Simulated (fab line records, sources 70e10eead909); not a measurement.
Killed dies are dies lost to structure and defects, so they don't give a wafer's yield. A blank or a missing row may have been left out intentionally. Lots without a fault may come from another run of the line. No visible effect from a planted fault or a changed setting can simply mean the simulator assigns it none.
Which tool did it?	flow nand-harc	27 wafers from 9 lots sampled at 7 of the route's 1302 steps

== WHAT THE GAUGES READ, wafer by wafer ==
NHARC_A_CHANNEL_HOLE_D1_CD_MEAS_30. Usual: cd-nm reads 89.7 nm (standard deviation 1).
lot	measured	on	cd-nm (nm)	flag
L303	day 9 13:18	cd-sem-03	89.8 90.1 89.9	
L309	day 11 03:06	cd-sem-01	0.4 0.2 0.5	OFF
L308	day 11 08:27	cd-sem-03	0.4 0.3 0.0	OFF
L316	day 14 16:35	cd-sem-02	88.3 89.3 88.6	
L319	day 15 12:55	cd-sem-01	90.5 90.3 91.6	
L322	day 16 16:30	cd-sem-01	90.5 91.7 89.2	
L324	day 17 14:28	cd-sem-03	89.5 89.0 89.7	
L325	day 17 18:40	cd-sem-03	89.5 88.6 89.0	
L326	day 18 13:27	cd-sem-03	90.2 89.6 89.1	

NHARC_END_SORT_01. Usual: killed-at-array 56, standard deviation 21; killed-at-other 1.2, standard deviation 1.6; killed-at-periphery 3.7, standard deviation 2.5; killed-dies 61, standard deviation 21; killed-open 3.1, standard deviation 1.8; killed-short 2.8, standard deviation 1.7.
lot	measured	on	killed-at-array	killed-at-other	killed-at-periphery	killed-dies	killed-open	killed-short	flag
L303	day 24 23:42	prober-02	52 39 47	2 1 0	1 2 1	55 42 48	2 2 4	6 2 2	
L309	day 26 02:19	prober-02	674 677 669	0 0 3	3 0 5	677 677 677	8 5 6	5 6 10	OFF
L308	day 26 20:16	prober-01	670 669 671	1 1 1	6 7 5	677 677 677	4 5 4	8 2 1	OFF
L316	day 29 19:11	prober-02	20 23 22	0 0 0	4 1 1	24 24 23	6 2 7	2 3 2	

== WHAT TOOL EACH LOT RAN ON (gives the tool, then ch and the chambers of the sampled wafers, and finally the start) ==
lot	NHARC_A_CHANNEL_HOLE_D1_ETCH_38	NHARC_A_CHANNEL_HOLE_D1_ETCH_23	NHARC_A_CHANNEL_HOLE_D1_ETCH_26	NHARC_A_CHANNEL_HOLE_D1_ETCH_33	NHARC_A_CHANNEL_HOLE_D1_XSEM_31
L303	rie-diel-01 ch 0,2, day 9 06:38	har-etch-01 ch 0,1, day 9 09:17	har-etch-01 ch 0,1, day 9 11:33	har-etch-01 ch 0,1, day 9 11:44	xsem-02 ch 0, day 9 13:23
L309	rie-diel-01 ch 2,3, day 10 19:29	har-etch-01 ch 0,1, day 10 23:13	har-etch-01 ch 0,1, day 11 01:25	har-etch-01 ch 0,1, day 11 01:36	xsem-02 ch 0, day 11 03:12
L308	rie-diel-07 ch 1,2,3, day 10 19:44	har-etch-02 ch 1, day 11 01:39	har-etch-02 ch 1, day 11 06:19	har-etch-02 ch 1, day 11 06:43	xsem-01 ch 0, day 11 08:32
L316	rie-diel-07 ch 0,3, day 14 09:49	har-etch-01 ch 0,1, day 14 12:36	har-etch-01 ch 0,1, day 14 14:52	har-etch-01 ch 0,1, day 14 15:04	xsem-01 ch 0, day 14 16:40
L319	rie-diel-01 ch 1,2,3, day 15 05:42	har-etch-01 ch 0,1, day 15 08:50	har-etch-01 ch 0,1, day 15 11:11	har-etch-01 ch 0,1, day 15 11:23	xsem-02 ch 0, day 15 13:01
L322	rie-diel-01 ch 0,1,2, day 16 09:53	har-etch-01 ch 0,1, day 16 12:25	har-etch-01 ch 0,1, day 16 14:46	har-etch-01 ch 0,1, day 16 14:58	xsem-02 ch 0, day 16 16:36
L324	rie-diel-07 ch 2,3, day 16 21:45	har-etch-01 ch 0,1, day 17 10:29	har-etch-01 ch 0,1, day 17 12:46	har-etch-01 ch 0,1, day 17 12:58	xsem-01 ch 0, day 17 14:33
L325	rie-diel-01 ch 2,3, day 17 06:55	har-etch-01 ch 0,1, day 17 14:40	har-etch-01 ch 0,1, day 17 16:55	har-etch-01 ch 0,1, day 17 17:06	xsem-02 ch 0, day 17 18:46
L326	rie-diel-07 ch 2,3, day 18 06:25	har-etch-02 ch 0, day 18 09:28	har-etch-02 ch 0, day 18 11:44	har-etch-02 ch 0, day 18 11:56	xsem-02 ch 0, day 18 13:33
- NHARC_A_CHANNEL_HOLE_D1_ETCH_38: etches the open film in CF4, target depth 39 nm, time 65 s.
- NHARC_A_CHANNEL_HOLE_D1_ETCH_23: etches the open film in C4F8/O2/Ar, time 819 s, target depth 1600 nm.
- NHARC_A_CHANNEL_HOLE_D1_ETCH_26: etches the open film in C4F8/O2/Ar, time 224.1 s, target depth 300 nm.
- NHARC_A_CHANNEL_HOLE_D1_ETCH_33: etches the open film in C4F8/O2/Ar, time 90 s, target depth 400 nm.
- NHARC_A_CHANNEL_HOLE_D1_XSEM_31

== AS READ BY THE TOOLS THEMSELVES (means over the sampled wafers that have a number; for cases with no such wafer, the mark the record gives instead) ==
NHARC_A_CHANNEL_HOLE_D1_ETCH_38. Usual: bias-w 99.99 W, standard deviation 0.27; cf4-flow-sccm 150.0 sccm, standard deviation 0.4; drypump-motor-current-A 5.64 A, standard deviation 0.29; mfc-ar-sccm 0.002 sccm, standard deviation 0.0054; oes-product-au 1.002 a.u., standard deviation 0.0081; rf-vpp-V 151.4 V, standard deviation 1.4; showerhead-plenum-p-Torr 1.77 Torr, standard deviation 0.089; throttle-valve-pct 13.283 %, standard deviation 0.0085.
lot	tool	bias-w (W)	cf4-flow-sccm (sccm)	drypump-motor-current-A (A)	mfc-ar-sccm (sccm)	oes-product-au (a.u.)	rf-vpp-V (V)	showerhead-plenum-p-Torr (Torr)	throttle-valve-pct (%)	flag
L303	rie-diel-01	99.90	150.3	5.66	0.000	1.004	151.5	1.85	13.290	
L309	rie-diel-01	99.79	150.5	5.55	0.000	0.996	150.5	1.77	13.281	
L308	rie-diel-07	99.85	150.0	5.93	0.000	0.995	151.7	1.77	13.280	
L316	rie-diel-07	100.05	149.7	6.12	0.000	0.998	151.2	1.80	13.289	
L319	rie-diel-01	100.02	149.9	5.44	0.004	0.997	150.9	1.76	13.281	
L322	rie-diel-01	99.89	150.0	5.55	0.004	1.009	151.4	1.83	13.288	
L324	rie-diel-07	100.15	150.6	6.02	0.000	1.015	151.1	1.79	13.280	
L325	rie-diel-01	100.01	150.1	5.55	0.000	1.002	151.9	1.77	13.281	
L326	rie-diel-07	99.83	149.7	6.06	0.000	1.007	152.0	1.83	13.288	

NHARC_A_CHANNEL_HOLE_D1_ETCH_23. Usual: c4f8-flow-sccm 89.30 sccm (standard deviation 0.27); chamber-pressure-mTorr 19.998 mTorr (standard deviation 0.016); drypump-motor-current-A 6.08 A (standard deviation 0.28); mfc-ar-sccm 374.8 sccm (standard deviation 1.2); showerhead-plenum-p-Torr 3.63 Torr (standard deviation 0.15); temp-c -20.00 C (standard deviation 0.11); throttle-valve-pct 32.155 % (standard deviation 0.01).
lot	tool	c4f8-flow-sccm (sccm)	chamber-pressure-mTorr (mTorr)	drypump-motor-current-A (A)	mfc-ar-sccm (sccm)	showerhead-plenum-p-Torr (Torr)	temp-c (C)	throttle-valve-pct (%)	flag
L303	har-etch-01	89.18	19.978	5.99	375.0	3.68	-19.99	32.161	
L309	har-etch-01	-	-	-	-	-	-	-	OFF
L308	har-etch-02	-	-	-	-	-	-	-	OFF
L316	har-etch-01	89.11	19.985	5.99	375.3	3.63	-19.98	32.147	
L319	har-etch-01	89.37	19.996	6.03	376.9	3.63	-19.97	32.148	
L322	har-etch-01	89.42	19.999	5.99	374.4	3.62	-20.05	32.162	
L324	har-etch-01	89.08	20.005	5.96	375.5	3.61	-20.01	32.155	
L325	har-etch-01	88.99	20.002	5.98	375.3	3.61	-20.09	32.157	
L326	har-etch-02	89.57	19.989	6.52	376.5	3.88	-19.99	32.153	

NHARC_A_CHANNEL_HOLE_D1_ETCH_26. Usual: bias-v 300.1 V (standard deviation 2.8); c4f8-flow-sccm 11.40 sccm (standard deviation 0.033); drypump-motor-current-A 6.08 A (standard deviation 0.29); mfc-ar-sccm 375.0 sccm (standard deviation 1.1); showerhead-plenum-p-Torr 3.67 Torr (standard deviation 0.16); temp-c -20.01 C (standard deviation 0.1); throttle-valve-pct 24.585 % (standard deviation 0.0096).
lot	tool	bias-v (V)	c4f8-flow-sccm (sccm)	drypump-motor-current-A (A)	mfc-ar-sccm (sccm)	showerhead-plenum-p-Torr (Torr)	temp-c (C)	throttle-valve-pct (%)	flag
L303	har-etch-01	304.1	11.39	6.01	376.0	3.72	-20.09	24.585	
L309	har-etch-01	299.3	11.39	5.97	375.3	3.71	-20.06	24.581	
L308	har-etch-02	301.2	11.40	5.75	374.6	3.54	-19.96	24.584	
L316	har-etch-01	301.7	11.40	5.99	375.7	3.68	-20.09	24.595	
L319	har-etch-01	301.5	11.42	5.98	375.3	3.67	-20.13	24.571	
L322	har-etch-01	297.3	11.40	5.98	374.4	3.66	-19.98	24.590	
L324	har-etch-01	299.8	11.41	6.00	375.2	3.65	-19.96	24.592	
L325	har-etch-01	301.3	11.37	5.98	375.0	3.65	-20.02	24.584	
L326	har-etch-02	298.9	11.42	6.56	375.6	3.93	-20.13	24.585	

NHARC_A_CHANNEL_HOLE_D1_ETCH_33. Usual: bias-v 400 V (standard deviation 3.5); c4f8-flow-sccm 41.70 sccm (standard deviation 0.12); drypump-motor-current-A 6.07 A (standard deviation 0.29); mfc-ar-sccm 374.9 sccm (standard deviation 1); showerhead-plenum-p-Torr 3.67 Torr (standard deviation 0.16); temp-c -20.00 C (standard deviation 0.12); throttle-valve-pct 27.619 % (standard deviation 0.0095).
lot	tool	bias-v (V)	c4f8-flow-sccm (sccm)	drypump-motor-current-A (A)	mfc-ar-sccm (sccm)	showerhead-plenum-p-Torr (Torr)	temp-c (C)	throttle-valve-pct (%)	flag
L303	har-etch-01	400	41.58	5.97	374.5	3.72	-20.12	27.629	
L309	har-etch-01	395	41.59	5.97	375.1	3.70	-19.96	27.614	
L308	har-etch-02	406	41.82	5.73	375.5	3.54	-20.12	27.619	
L316	har-etch-01	404	41.78	5.98	373.7	3.67	-20.00	27.607	
L319	har-etch-01	401	41.79	5.95	374.8	3.66	-19.95	27.612	
L322	har-etch-01	398	41.71	5.98	374.8	3.66	-19.92	27.606	
L324	har-etch-01	399	41.66	5.98	374.6	3.65	-19.99	27.618	
L325	har-etch-01	401	41.68	5.99	375.1	3.64	-19.89	27.625	
L326	har-etch-02	396	41.67	6.54	373.3	3.92	-20.08	27.617	

NHARC_A_CHANNEL_HOLE_D1_XSEM_31. Usual: bot-cd-nm 74.3 nm, standard deviation 1.2; bow-nm 8.73 nm, standard deviation 0.21; tilt-deg 0.07 degrees, standard deviation 0.047.
lot	tool	bot-cd-nm (nm)	bow-nm (nm)	tilt-deg (degrees)	flag
L303	xsem-02	74.9	9.09	0.13	
L309	xsem-02	0.1	0.59	0.08	OFF
L308	xsem-01	0.7	0.52	-0.01	OFF
L316	xsem-01	74.0	8.56	0.05	
L319	xsem-02	75.0	8.44	0.17	
L322	xsem-02	75.9	8.42	0.11	
L324	xsem-01	73.8	8.85	0.04	
L325	xsem-02	73.2	8.58	0.11	
L326	xsem-02	74.2	8.93	0.08	

== THE ANSWER, worked out from the rows above alone ==
Rule: take the mean of a lot's wafers that have a number; if it is more than 3 standard deviations from the usual mean, the lot is off. Also off: a lot with no number at a reading for which 4 or more lots have one. The other lots that the step has rows for count as sound. After the gauges, taken in route order, come the tools' own readings; for these a lot's mean is taken, as printed above. At the first step where some lot is off, the reading lying furthest off is the one used; lots without a number count as furthest.
Off: L309, L308 (NHARC_A_CHANNEL_HOLE_D1_CD_MEAS_30, cd-nm).
A tool fits if, at a process step before that reading, it ran every lot that is off, and no sound lot after the first of them. Not tried: the gauges at NHARC_A_CHANNEL_HOLE_D1_CD_MEAS_30; whatever is off there is also off at NHARC_END_SORT_01, on other tools, and gauge error can't account for it. Not one of the candidates tried fits.

== WHAT THE SIMULATOR HAD INSERTED ==
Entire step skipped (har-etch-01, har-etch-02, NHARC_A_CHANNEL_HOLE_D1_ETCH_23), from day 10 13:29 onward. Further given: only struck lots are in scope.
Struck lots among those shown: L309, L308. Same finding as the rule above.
